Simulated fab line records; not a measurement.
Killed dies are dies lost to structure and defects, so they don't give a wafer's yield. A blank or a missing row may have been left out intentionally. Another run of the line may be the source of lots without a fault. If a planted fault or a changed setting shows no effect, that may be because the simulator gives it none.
Which tool was responsible? :: flow nand harc :: 14 lots, 42 wafers sampled, at 4 steps of a route of 1302

## WHAT EACH GAUGE READ, for each wafer
No reading from a measuring or inspecting step in the record can be judged against a usual standard deviation.

## TOOL THAT RAN EACH LOT (tool first, then ch and the chambers of the sampled wafers, then the start)
lot: L889
NHARC_A_STAIRCASE_ETCH_170: rie diel-02 ch 1,2,3, day 16 10:45 or earlier
NHARC_A_STAIRCASE_DESCUM_11: rie diel-03 ch 0,3, day 16 10:45
NHARC_A_STAIRCASE_ETCH_25: rie diel-11 ch 0,1, day 16 12:31
NHARC_A_STAIRCASE_ETCH_27: rie diel-11 ch 1,2, no start

lot: L891
NHARC_A_STAIRCASE_ETCH_170: rie diel-11 ch 1,2,3, day 17 04:09 or earlier
NHARC_A_STAIRCASE_DESCUM_11: rie diel-02 ch 1,2, day 17 04:09
NHARC_A_STAIRCASE_ETCH_25: rie diel-02 ch 0,2,3, day 17 06:35
NHARC_A_STAIRCASE_ETCH_27: rie diel-02 ch 0,2,3, no start

lot: L892
NHARC_A_STAIRCASE_ETCH_170: rie diel-11 ch 0,3, day 17 12:37 or earlier
NHARC_A_STAIRCASE_DESCUM_11: rie diel-03 ch 1,2, day 17 12:37
NHARC_A_STAIRCASE_ETCH_25: rie diel-11 ch 0,2, day 17 15:27
NHARC_A_STAIRCASE_ETCH_27: rie diel-11 ch 0,2,3, no start

lot: L893
NHARC_A_STAIRCASE_ETCH_170: rie diel-03 ch 0,3, day 17 12:58 or earlier
NHARC_A_STAIRCASE_DESCUM_11: rie diel-03 ch 1,2, day 17 12:58
NHARC_A_STAIRCASE_ETCH_25: rie diel-11 ch 0,3, day 17 15:31
NHARC_A_STAIRCASE_ETCH_27: rie diel-11 ch 1,2, no start

lot: L894
NHARC_A_STAIRCASE_ETCH_170: rie diel-02 ch 1,2,3, day 18 00:10 or earlier
NHARC_A_STAIRCASE_DESCUM_11: rie diel-11 ch 1,2,3, day 18 00:10
NHARC_A_STAIRCASE_ETCH_25: rie diel-11 ch 0,1,2, day 18 01:57
NHARC_A_STAIRCASE_ETCH_27: rie diel-11 ch 0,1,3, no start

lot: L896
NHARC_A_STAIRCASE_ETCH_170: rie diel-11 ch 0,2,3, day 19 11:36 or earlier
NHARC_A_STAIRCASE_DESCUM_11: rie diel-11 ch 2,3, day 19 11:36
NHARC_A_STAIRCASE_ETCH_25: rie diel-11 ch 0,1,3, day 19 13:23
NHARC_A_STAIRCASE_ETCH_27: rie diel-11 ch 0,2,3, no start

lot: L897
NHARC_A_STAIRCASE_ETCH_170: rie diel-11 ch 0,2,3, day 19 12:01 or earlier
NHARC_A_STAIRCASE_DESCUM_11: rie diel-02 ch 1,2,3, day 19 12:01
NHARC_A_STAIRCASE_ETCH_25: rie diel-02 ch 1,2,3, day 19 13:47
NHARC_A_STAIRCASE_ETCH_27: rie diel-02 ch 0,2,3, no start

lot: L899
NHARC_A_STAIRCASE_ETCH_170: rie diel-02 ch 2,3, day 20 08:43 or earlier
NHARC_A_STAIRCASE_DESCUM_11: rie diel-02 ch 0,1,2, day 20 08:43
NHARC_A_STAIRCASE_ETCH_25: rie diel-11 ch 0,3, day 20 11:07
NHARC_A_STAIRCASE_ETCH_27: rie diel-11 ch 0,1,2, no start

lot: L900
NHARC_A_STAIRCASE_ETCH_170: rie diel-11 ch 0,1,3, day 20 17:29 or earlier
NHARC_A_STAIRCASE_DESCUM_11: rie diel-02 ch 1,2,3, day 20 17:29
NHARC_A_STAIRCASE_ETCH_25: rie diel-11 ch 0,3, day 20 19:18
NHARC_A_STAIRCASE_ETCH_27: rie diel-11 ch 1,2, no start

lot: L901
NHARC_A_STAIRCASE_ETCH_170: rie diel-11 ch 2,3, day 20 17:48 or earlier
NHARC_A_STAIRCASE_DESCUM_11: rie diel-03 ch 0,1, day 20 17:48
NHARC_A_STAIRCASE_ETCH_25: rie diel-03 ch 1,3, day 20 19:52
NHARC_A_STAIRCASE_ETCH_27: rie diel-03 ch 0,1,3, no start

lot: L905
NHARC_A_STAIRCASE_ETCH_170: rie diel-03 ch 1,2,3, day 22 06:47 or earlier
NHARC_A_STAIRCASE_DESCUM_11: rie diel-03 ch 0,1,3, day 22 06:47
NHARC_A_STAIRCASE_ETCH_25: rie diel-11 ch 0,1,3, day 22 08:42
NHARC_A_STAIRCASE_ETCH_27: rie diel-11 ch 0,1, no start

lot: L906
NHARC_A_STAIRCASE_ETCH_170: rie diel-03 ch 1,3, day 23 06:35 or earlier
NHARC_A_STAIRCASE_DESCUM_11: rie diel-03 ch 1,2, day 23 06:35
NHARC_A_STAIRCASE_ETCH_25: rie diel-11 ch 0,1,3, day 23 08:22
NHARC_A_STAIRCASE_ETCH_27: rie diel-11 ch 0,1,3, no start

lot: L907
NHARC_A_STAIRCASE_ETCH_170: rie diel-03 ch 0,1,3, day 23 19:16 or earlier
NHARC_A_STAIRCASE_DESCUM_11: rie diel-02 ch 0,2,3, day 23 19:16
NHARC_A_STAIRCASE_ETCH_25: rie diel-03 ch 1,2,3, day 23 21:10
NHARC_A_STAIRCASE_ETCH_27: rie diel-03 ch 0,1,3, no start

lot: L911
NHARC_A_STAIRCASE_ETCH_170: rie diel-03 ch 1,2,3, day 25 06:26 or earlier
NHARC_A_STAIRCASE_DESCUM_11: rie diel-11 ch 1,2,3, day 25 06:26
NHARC_A_STAIRCASE_ETCH_25: rie diel-02 ch 1,2, day 25 08:20
NHARC_A_STAIRCASE_ETCH_27: rie diel-02 ch 0,1, no start
- NHARC_A_STAIRCASE_ETCH_170: etches the open film in C4F6/O2, target depth 200 nm, time 66.667 s.
- NHARC_A_STAIRCASE_DESCUM_11: chemistry O2, time 3 s.
- NHARC_A_STAIRCASE_ETCH_25: etches the open film in C4F8/O2, target depth 100 nm, time 40.5 s.
- NHARC_A_STAIRCASE_ETCH_27: etches the open film in C4F8/O2, target depth 100 nm, time 40.5 s.

## AS READ BY THE TOOLS THEMSELVES (means over the sampled wafers that have a number; for cases with no such wafer, the mark the record gives instead)
NHARC_A_STAIRCASE_ETCH_170. Usual: value, then standard deviation, for each; drypump motor current A 6.0 A / 0.39; o2 flow sccm 20.00 sccm / 0.064; oes product au 0.972 a.u. / 0.012; rf vpp V 547 V / 3.6; run length s 87.9 s / 0.48; showerhead plenum p Torr 3.93 Torr / 0.18; throttle valve pct 26.904 % / 0.0092.
lot: L889
tool: rie diel-02
drypump motor current A (A): 5.7
o2 flow sccm (sccm): 20.02
oes product au (a.u.): 0.973
rf vpp V (V): 548
run length s (s): 88.3
showerhead plenum p Torr (Torr): 4.04
throttle valve pct (%): 26.903
flag: 

lot: L891
tool: rie diel-11
drypump motor current A (A): 5.9
o2 flow sccm (sccm): 20.02
oes product au (a.u.): 0.979
rf vpp V (V): 547
run length s (s): 87.6
showerhead plenum p Torr (Torr): 3.92
throttle valve pct (%): 26.910
flag: 

lot: L892
tool: rie diel-11
drypump motor current A (A): 6.3
o2 flow sccm (sccm): 19.96
oes product au (a.u.): 0.994
rf vpp V (V): 551
run length s (s): 87.8
showerhead plenum p Torr (Torr): 4.12
throttle valve pct (%): 26.914
flag: 

lot: L893
tool: rie diel-03
drypump motor current A (A): 6.3
o2 flow sccm (sccm): 19.97
oes product au (a.u.): 0.977
rf vpp V (V): 545
run length s (s): 87.4
showerhead plenum p Torr (Torr): 3.82
throttle valve pct (%): 26.906
flag: 

lot: L894
tool: rie diel-02
drypump motor current A (A): 5.7
o2 flow sccm (sccm): 19.94
oes product au (a.u.): 0.973
rf vpp V (V): 549
run length s (s): 88.0
showerhead plenum p Torr (Torr): 4.03
throttle valve pct (%): 26.902
flag: 

lot: L896
tool: rie diel-11
drypump motor current A (A): 6.0
o2 flow sccm (sccm): 20.07
oes product au (a.u.): 0.971
rf vpp V (V): 547
run length s (s): 88.0
showerhead plenum p Torr (Torr): 3.93
throttle valve pct (%): 26.909
flag: 

lot: L897
tool: rie diel-11
drypump motor current A (A): 6.0
o2 flow sccm (sccm): 20.02
oes product au (a.u.): 0.974
rf vpp V (V): 547
run length s (s): 88.2
showerhead plenum p Torr (Torr): 3.93
throttle valve pct (%): 26.907
flag: 

lot: L899
tool: rie diel-02
drypump motor current A (A): 5.7
o2 flow sccm (sccm): 19.92
oes product au (a.u.): 0.977
rf vpp V (V): 547
run length s (s): 87.8
showerhead plenum p Torr (Torr): 3.93
throttle valve pct (%): 26.896
flag: 

lot: L900
tool: rie diel-11
drypump motor current A (A): 5.9
o2 flow sccm (sccm): 19.98
oes product au (a.u.): 0.973
rf vpp V (V): 548
run length s (s): 87.8
showerhead plenum p Torr (Torr): 3.99
throttle valve pct (%): 26.897
flag: 

lot: L901
tool: rie diel-11
drypump motor current A (A): 6.2
o2 flow sccm (sccm): 20.03
oes product au (a.u.): 0.977
rf vpp V (V): 548
run length s (s): 87.6
showerhead plenum p Torr (Torr): 4.01
throttle valve pct (%): 26.896
flag: 

lot: L905
tool: rie diel-03
drypump motor current A (A): 6.3
o2 flow sccm (sccm): 19.99
oes product au (a.u.): 0.977
rf vpp V (V): 546
run length s (s): 87.8
showerhead plenum p Torr (Torr): 3.91
throttle valve pct (%): 26.901
flag: 

lot: L906
tool: rie diel-03
drypump motor current A (A): 6.2
o2 flow sccm (sccm): 20.08
oes product au (a.u.): 0.953
rf vpp V (V): 545
run length s (s): 87.5
showerhead plenum p Torr (Torr): 3.78
throttle valve pct (%): 26.906
flag: 

lot: L907
tool: rie diel-03
drypump motor current A (A): 6.2
o2 flow sccm (sccm): 19.99
oes product au (a.u.): 0.955
rf vpp V (V): 544
run length s (s): 87.9
showerhead plenum p Torr (Torr): 3.76
throttle valve pct (%): 26.905
flag: 

lot: L911
tool: rie diel-03
drypump motor current A (A): 6.3
o2 flow sccm (sccm): 20.00
oes product au (a.u.): 0.964
rf vpp V (V): 546
run length s (s): 87.6
showerhead plenum p Torr (Torr): 3.89
throttle valve pct (%): 26.907
flag: 

NHARC_A_STAIRCASE_DESCUM_11. Usual: drypump motor current A 6.0 A, standard deviation 0.38; o2 flow sccm 200.0 sccm, standard deviation 0.57; oes product au 0.997 a.u., standard deviation 0.009; rf vpp V 57.7 V, standard deviation 0.94; showerhead plenum p Torr 1.91 Torr, standard deviation 0.097; throttle valve pct 11.311 %, standard deviation 0.0097.
lot: L889
tool: rie diel-03
drypump motor current A (A): 6.2
o2 flow sccm (sccm): 200.6
oes product au (a.u.): 1.001
rf vpp V (V): 57.7
showerhead plenum p Torr (Torr): 1.86
throttle valve pct (%): 11.303
flag: 

lot: L891
tool: rie diel-02
drypump motor current A (A): 5.6
o2 flow sccm (sccm): 200.0
oes product au (a.u.): 1.003
rf vpp V (V): 57.6
showerhead plenum p Torr (Torr): 1.95
throttle valve pct (%): 11.306
flag: 

lot: L892
tool: rie diel-03
drypump motor current A (A): 6.5
o2 flow sccm (sccm): 199.7
oes product au (a.u.): 1.003
rf vpp V (V): 58.0
showerhead plenum p Torr (Torr): 1.98
throttle valve pct (%): 11.308
flag: 

lot: L893
tool: rie diel-03
drypump motor current A (A): 6.3
o2 flow sccm (sccm): 200.2
oes product au (a.u.): 0.999
rf vpp V (V): 57.2
showerhead plenum p Torr (Torr): 1.89
throttle valve pct (%): 11.317
flag: 

lot: L894
tool: rie diel-11
drypump motor current A (A): 5.8
o2 flow sccm (sccm): 199.6
oes product au (a.u.): 0.998
rf vpp V (V): 58.6
showerhead plenum p Torr (Torr): 1.91
throttle valve pct (%): 11.298
flag: 

lot: L896
tool: rie diel-11
drypump motor current A (A): 6.2
o2 flow sccm (sccm): 200.2
oes product au (a.u.): 1.001
rf vpp V (V): 58.1
showerhead plenum p Torr (Torr): 1.97
throttle valve pct (%): 11.303
flag: 

lot: L897
tool: rie diel-02
drypump motor current A (A): 5.7
o2 flow sccm (sccm): 200.0
oes product au (a.u.): 0.992
rf vpp V (V): 58.0
showerhead plenum p Torr (Torr): 1.97
throttle valve pct (%): 11.311
flag: 

lot: L899
tool: rie diel-02
drypump motor current A (A): 5.6
o2 flow sccm (sccm): 199.7
oes product au (a.u.): 1.004
rf vpp V (V): 57.0
showerhead plenum p Torr (Torr): 1.92
throttle valve pct (%): 11.307
flag: 

lot: L900
tool: rie diel-02
drypump motor current A (A): 5.7
o2 flow sccm (sccm): 200.6
oes product au (a.u.): 0.988
rf vpp V (V): 58.1
showerhead plenum p Torr (Torr): 1.96
throttle valve pct (%): 11.320
flag: 

lot: L901
tool: rie diel-03
drypump motor current A (A): 6.1
o2 flow sccm (sccm): 200.0
oes product au (a.u.): 1.003
rf vpp V (V): 56.9
showerhead plenum p Torr (Torr): 1.81
throttle valve pct (%): 11.311
flag: 

lot: L905
tool: rie diel-03
drypump motor current A (A): 6.2
o2 flow sccm (sccm): 199.7
oes product au (a.u.): 1.001
rf vpp V (V): 56.9
showerhead plenum p Torr (Torr): 1.83
throttle valve pct (%): 11.318
flag: 

lot: L906
tool: rie diel-03
drypump motor current A (A): 6.5
o2 flow sccm (sccm): 199.6
oes product au (a.u.): 0.998
rf vpp V (V): 58.3
showerhead plenum p Torr (Torr): 1.97
throttle valve pct (%): 11.310
flag: 

lot: L907
tool: rie diel-02
drypump motor current A (A): 5.7
o2 flow sccm (sccm): 199.8
oes product au (a.u.): 0.990
rf vpp V (V): 57.3
showerhead plenum p Torr (Torr): 1.93
throttle valve pct (%): 11.313
flag: 

lot: L911
tool: rie diel-11
drypump motor current A (A): 5.9
o2 flow sccm (sccm): 200.5
oes product au (a.u.): 1.004
rf vpp V (V): 57.6
showerhead plenum p Torr (Torr): 1.89
throttle valve pct (%): 11.318
flag: 

NHARC_A_STAIRCASE_ETCH_25. Usual: oes product au 0.941 a.u., standard deviation 0.011; rf vpp V 896 V, standard deviation 6; run length s 61.7 s, standard deviation 0.44.
lot: L889
tool: rie diel-11
oes product au (a.u.): 0.945
rf vpp V (V): 895
run length s (s): 61.7
flag: 

lot: L891
tool: rie diel-02
oes product au (a.u.): 0.924
rf vpp V (V): 898
run length s (s): 61.6
flag: 

lot: L892
tool: rie diel-11
oes product au (a.u.): 0.934
rf vpp V (V): 894
run length s (s): 62.0
flag: 

lot: L893
tool: rie diel-11
oes product au (a.u.): 0.938
rf vpp V (V): 900
run length s (s): 62.0
flag: 

lot: L894
tool: rie diel-11
oes product au (a.u.): 0.946
rf vpp V (V): 893
run length s (s): 61.9
flag: 

lot: L896
tool: rie diel-11
oes product au (a.u.): 0.926
rf vpp V (V): 898
run length s (s): 61.7
flag: 

lot: L897
tool: rie diel-02
oes product au (a.u.): 0.938
rf vpp V (V): 899
run length s (s): 62.2
flag: 

lot: L899
tool: rie diel-11
oes product au (a.u.): 0.942
rf vpp V (V): 902
run length s (s): 61.9
flag: 

lot: L900
tool: rie diel-11
oes product au (a.u.): 0.940
rf vpp V (V): 901
run length s (s): 61.9
flag: 

lot: L901
tool: rie diel-03
oes product au (a.u.): 0.930
rf vpp V (V): 892
run length s (s): 61.5
flag: 

lot: L905
tool: rie diel-11
oes product au (a.u.): 0.937
rf vpp V (V): 898
run length s (s): 65.9
flag: OFF

lot: L906
tool: rie diel-11
oes product au (a.u.): 0.950
rf vpp V (V): 898
run length s (s): 66.0
flag: OFF

lot: L907
tool: rie diel-03
oes product au (a.u.): 0.939
rf vpp V (V): 895
run length s (s): 61.5
flag: 

lot: L911
tool: rie diel-02
oes product au (a.u.): 0.948
rf vpp V (V): 895
run length s (s): 61.7
flag: 

NHARC_A_STAIRCASE_ETCH_27. Usual: oes product au 0.943 a.u., standard deviation 0.0098; rf vpp V 896 V, standard deviation 5.9; run length s 61.7 s, standard deviation 0.5.
lot: L889
tool: rie diel-11
oes product au (a.u.): 0.950
rf vpp V (V): 892
run length s (s): 61.5
flag: 

lot: L891
tool: rie diel-02
oes product au (a.u.): 0.934
rf vpp V (V): 898
run length s (s): 61.6
flag: 

lot: L892
tool: rie diel-11
oes product au (a.u.): 0.942
rf vpp V (V): 896
run length s (s): 61.7
flag: 

lot: L893
tool: rie diel-11
oes product au (a.u.): 0.942
rf vpp V (V): 890
run length s (s): 61.8
flag: 

lot: L894
tool: rie diel-11
oes product au (a.u.): 0.950
rf vpp V (V): 898
run length s (s): 62.1
flag: 

lot: L896
tool: rie diel-11
oes product au (a.u.): 0.945
rf vpp V (V): 896
run length s (s): 61.8
flag: 

lot: L897
tool: rie diel-02
oes product au (a.u.): 0.937
rf vpp V (V): 898
run length s (s): 61.5
flag: 

lot: L899
tool: rie diel-11
oes product au (a.u.): 0.941
rf vpp V (V): 893
run length s (s): 61.8
flag: 

lot: L900
tool: rie diel-11
oes product au (a.u.): 0.943
rf vpp V (V): 889
run length s (s): 61.4
flag: 

lot: L901
tool: rie diel-03
oes product au (a.u.): 0.951
rf vpp V (V): 891
run length s (s): 61.5
flag: 

lot: L905
tool: rie diel-11
oes product au (a.u.): 0.941
rf vpp V (V): 894
run length s (s): 61.4
flag: 

lot: L906
tool: rie diel-11
oes product au (a.u.): 0.936
rf vpp V (V): 898
run length s (s): 61.5
flag: 

lot: L907
tool: rie diel-03
oes product au (a.u.): 0.944
rf vpp V (V): 890
run length s (s): 61.5
flag: 

lot: L911
tool: rie diel-02
oes product au (a.u.): 0.951
rf vpp V (V): 897
run length s (s): 61.6
flag: 

## THE ANSWER, worked out from the rows above alone
Rule: take the mean of a lot's wafers that have a number; if it is more than 3 standard deviations from the usual mean, the lot is off. A lot without any number at a reading at which 4 lots or more have one is off too. Any other lot the step has rows for is counted as sound. After the gauges, taken in route order, come the tools' own readings; for these a lot's mean is taken, as printed above. The first step at which some lot is off is used, and at that step the reading that is off furthest; a lot without a number counts as furthest.
Off at NHARC_A_STAIRCASE_ETCH_25 (run length s): L905, L906.
A tool fits if, at that step or a process step before it, it ran every lot that is off, and no sound lot after the first of them. Because NHARC_A_STAIRCASE_ETCH_170 lacks a start for some lots, the hours and order of its lots are taken from NHARC_A_STAIRCASE_DESCUM_11. Undecided on this evidence; 2 tools fit (rie diel-03 at NHARC_A_STAIRCASE_DESCUM_11, rie diel-11 at NHARC_A_STAIRCASE_ETCH_25).

## WHAT THE SIMULATOR PUT IN
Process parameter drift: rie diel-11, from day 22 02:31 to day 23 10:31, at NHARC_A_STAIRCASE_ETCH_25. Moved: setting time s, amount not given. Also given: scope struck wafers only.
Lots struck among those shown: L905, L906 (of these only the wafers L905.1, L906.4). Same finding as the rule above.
